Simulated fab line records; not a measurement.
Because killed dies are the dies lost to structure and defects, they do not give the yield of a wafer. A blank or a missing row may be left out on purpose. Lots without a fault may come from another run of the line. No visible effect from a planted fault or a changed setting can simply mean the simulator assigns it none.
Matching of chambers + flow n5 finfet + N5_BEOL_M0_SAQP_STRIP_108 on rie diel-04: 4 sister chambers
The step strips in N2/H2. 8 wafers are shown with their chamber, then 7 later ones without.

== WAFERS PAIRED WITH THEIR CHAMBERS ==
| wafer  | chamber | showerhead plenum p Torr (Torr) | throttle valve pct (%) |
|--------|---------|---------------------------------|------------------------|
| L074.4 | 0       | 3.20                            | 19.4                   |
| L086.5 | 2       | 3.34                            | 18.5                   |
| L088.4 | 1       | 3.46                            | 19.4                   |
| L088.5 | 2       | 3.34                            | 18.5                   |
| L089.5 | 3       | 3.55                            | 19.1                   |
| L089.6 | 0       | 3.19                            | 19.4                   |
| L090.1 | 1       | 3.45                            | 19.4                   |
| L090.3 | 3       | 3.55                            | 19.2                   |

== WAFERS MISSING THEIR CHAMBER ==
| wafer  | showerhead plenum p Torr (Torr) | throttle valve pct (%) |
|--------|---------------------------------|------------------------|
| L090.5 | 3.55                            | 19.2                   |
| L092.2 | 3.45                            | 19.4                   |
| L092.3 | 3.34                            | 18.5                   |
| L092.6 | 3.45                            | 19.4                   |
| L093.2 | 3.33                            | 18.5                   |
| L093.3 | 3.45                            | 19.4                   |
| L093.5 | 3.45                            | 19.4                   |

== THE CHAMBER EACH PASSED THROUGH ==
| wafer  | from the rows above | in truth |
|--------|---------------------|----------|
| L090.5 | 3                   | 3        |
| L092.2 | 1                   | 1        |
| L092.3 | 2                   | 2        |
| L092.6 | 1                   | 1        |
| L093.2 | 2                   | 2        |
| L093.3 | 1                   | 1        |
| L093.5 | 1                   | 1        |
Correctly placed: 7 of 7. Left unplaced by these rows: 0. Wrongly placed: 0.
How it was worked out, from the rows above alone: a wafer's distance from a chamber is the root of the sum, over the readings, of the square of ((its reading less the chamber's mean) divided by the reading's scatter). If the next closest chamber is less than 2 further off than the closest, the wafer can't be placed; otherwise it belongs to the closest. A chamber's mean is the mean of its shown wafers. How the scatter is found: for the shown wafers, subtract from each reading the mean of its chamber, square and add these, divide the total by (wafers less chambers), then take the root.
